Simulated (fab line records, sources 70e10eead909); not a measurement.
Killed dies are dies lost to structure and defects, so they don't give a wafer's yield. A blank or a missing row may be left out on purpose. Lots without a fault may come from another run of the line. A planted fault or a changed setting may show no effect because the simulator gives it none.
Problem report in the 8D (eight disciplines) form, filled by code | flow nand_harc | the parts of the form that need people (team, actions taken, sign-off) are left out

1. THE PROBLEM
heater_power_total_W at NHARC_A_M1_SOFTBAKE_04 reads a mean of 193.12 W on 2 wafers of 1 lot; wafers without a fault read 188.45 W with a standard deviation of 0.14. That is +33 standard deviations from the usual mean.
The step: time 55 s.
First seen on wafer L495.4, day 27 12:00, on litho_track-06. The record holds 15 wafers of 5 lots with a number at this step. Rule for "out", or "out of limits": more than 4 standard deviations from the usual mean. The other wafers with a number count as sound.

2. WHAT IT IS AND WHAT IT IS NOT
question                    | is                   | is not
which readings at this step | heater_power_total_W | -
which lots                  | L495                 | L486, L499, L504, L505
which wafers of those lots  | L495.4, L495.6       | L495.2
read on which tools         | litho_track-06       | litho_track-01
when                        | from day 27 12:00    | up to then (4 sound wafers); but 9 sound wafers of L499, L504, L505 came after

3. SUSPECTS, AND WHAT RULES EACH OUT
Counting: a tool at a process step up to the reading stays a suspect if it ran every lot that is out. Sound lots after the first of them don't rule it out here, since some wafers of a struck lot are sound.
- cmp-01 at NHARC_A_M0_CMP_23 (polishes, t overpolish 20 s, target thk 113.75 nm): kept. It ran the lot that is out, L495 (day 27 10:59).
- pecvd-01 at NHARC_A_M0_PRE_CLEAN_31 (time 12 s): kept. It ran the lot that is out, L495 (day 27 11:32).
- pecvd-01 at NHARC_A_M0_DEP_32 (deposits SiCN, target thk 30 nm): kept. It ran the lot that is out, L495 (day 27 11:37).
- litho_track-06 at NHARC_A_M1_SOFTBAKE_04 (time 55 s): kept. It ran the lot that is out, L495 (day 27 12:00); its last sound lot up to then is L486 (day 23 18:00). Its own readings are out on those wafers: heater_power_total_W.
- Within cmp-01 at NHARC_A_M0_CMP_23: the wafers that are out ran in chamber 0; their sound lot-mates ran in chamber 3.
Left after counting: cmp-01 at NHARC_A_M0_CMP_23, pecvd-01 at NHARC_A_M0_PRE_CLEAN_31, pecvd-01 at NHARC_A_M0_DEP_32, litho_track-06 at NHARC_A_M1_SOFTBAKE_04.

4. THE CAUSE (what the simulator had put in)
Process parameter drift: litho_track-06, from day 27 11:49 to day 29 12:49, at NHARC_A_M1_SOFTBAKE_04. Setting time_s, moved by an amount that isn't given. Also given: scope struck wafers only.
Counting left 4 suspects, and this tool is among them.

5. THE CHAIN OF EFFECTS, in route order
Each row: a reading whose mean over the struck wafers that have a number lies more than 3 standard deviations from the usual. Only readings for which the record gives a usual standard deviation are gone through. hours: the time from each lot's start at the first step in this table that gives one to its start at this step, as a median over the lots. sigmas: the change in usual standard deviations.
hours | step                   | reading              | usual    | on struck wafers | change | sigmas
0     | NHARC_A_M1_SOFTBAKE_04 | heater_power_total_W | 188.45 W | 193.12           | +4.67  | +33
The process steps in it:
- NHARC_A_M1_SOFTBAKE_04: time 55 s.
Later measuring or inspecting steps at which every struck wafer that the step has a row for has a number for every such reading, and none has moved that far: NHARC_END_SORT_01.

6. WHAT WOULD HAVE CAUGHT IT SOONER
In this record the first reading out of limits was taken at day 27 12:00, 0 hours after the fault began at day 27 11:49.
